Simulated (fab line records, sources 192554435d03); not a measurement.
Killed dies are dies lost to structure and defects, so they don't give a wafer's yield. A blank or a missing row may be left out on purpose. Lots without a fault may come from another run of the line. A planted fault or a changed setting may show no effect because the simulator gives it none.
Chamber matching | flow n5_finfet | N5_BEOL_M8_ILD_DEP_00 on pecvd-04: 3 sister chambers
The step deposits SiCOH lowk from DEMS/porogen, target thk 179.75 nm, time 33.4 s. 14 wafers are shown with their chamber, then 7 later ones without.

WAFERS WITH THEIR CHAMBER
wafer  | chamber | heater_power_w (W) | throttle_valve_pct (%) | showerhead_plenum_p_Torr (Torr)
L074.1 | 0       | 248                | 13.7                   | 5.747
L074.4 | 0       | 261                | 13.5                   | 5.731
L074.6 | 1       | 321                | 14.3                   | 5.730
L078.1 | 2       | 292                | 14.0                   | 5.734
L078.5 | 0       | 266                | 13.8                   | 5.733
L078.6 | 1       | 294                | 14.0                   | 5.738
L084.4 | 0       | 250                | 13.7                   | 5.726
L084.5 | 1       | 326                | 14.0                   | 5.740
L084.6 | 2       | 271                | 14.1                   | 5.725
L083.1 | 2       | 306                | 13.7                   | 5.737
L083.3 | 0       | 213                | 14.0                   | 5.733
L083.5 | 2       | 318                | 13.6                   | 5.731
L092.1 | 2       | 297                | 14.0                   | 5.727
L092.2 | 0       | 226                | 13.9                   | 5.730

SIGNATURES (means of the wafers above)
reading                  | chamber 0 | chamber 1 | chamber 2 | scatter within a chamber
heater_power_w           | 244.00    | 313.67    | 296.80    | 18.9
throttle_valve_pct       | 13.767    | 14.100    | 13.880    | 0.191
showerhead_plenum_p_Torr | 5.73333   | 5.73600   | 5.73080   | 0.00611
Rule: a wafer's distance from a chamber is the root of the sum, over the readings, of the square of ((its reading less the chamber's mean) divided by the reading's scatter). The wafer belongs to the nearest chamber; if the next one is less than 2 further off, it can't be placed. The scatter: the root of (the sum of the squares of (reading less its chamber's mean) over the shown wafers, divided by (wafers less chambers)).

WAFERS WITHOUT THEIR CHAMBER
wafer  | heater_power_w (W) | throttle_valve_pct (%) | showerhead_plenum_p_Torr (Torr)
L092.3 | 298                | 14.1                   | 5.728
L094.2 | 234                | 14.0                   | 5.710
L094.3 | 310                | 13.9                   | 5.740
L094.4 | 233                | 14.0                   | 5.723
L090.1 | 283                | 14.2                   | 5.734
L090.4 | 300                | 14.0                   | 5.742
L090.6 | 310                | 14.1                   | 5.735

WHICH CHAMBER EACH WENT THROUGH
wafer  | from the rows above          | in truth
L092.3 | can't be placed: 2 or 1      | 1
L094.2 | can't be placed: 0 or 2 or 1 | 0
L094.3 | can't be placed: 1 or 2      | 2
L094.4 | can't be placed: 0 or 2      | 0
L090.1 | can't be placed: 1 or 2 or 0 | 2
L090.4 | can't be placed: 1 or 2      | 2
L090.6 | can't be placed: 1 or 2      | 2
Placed correctly: 0 of 7. Can't be placed from these rows: 7 (the true chamber is among the candidates in 7). Placed wrongly: 0.
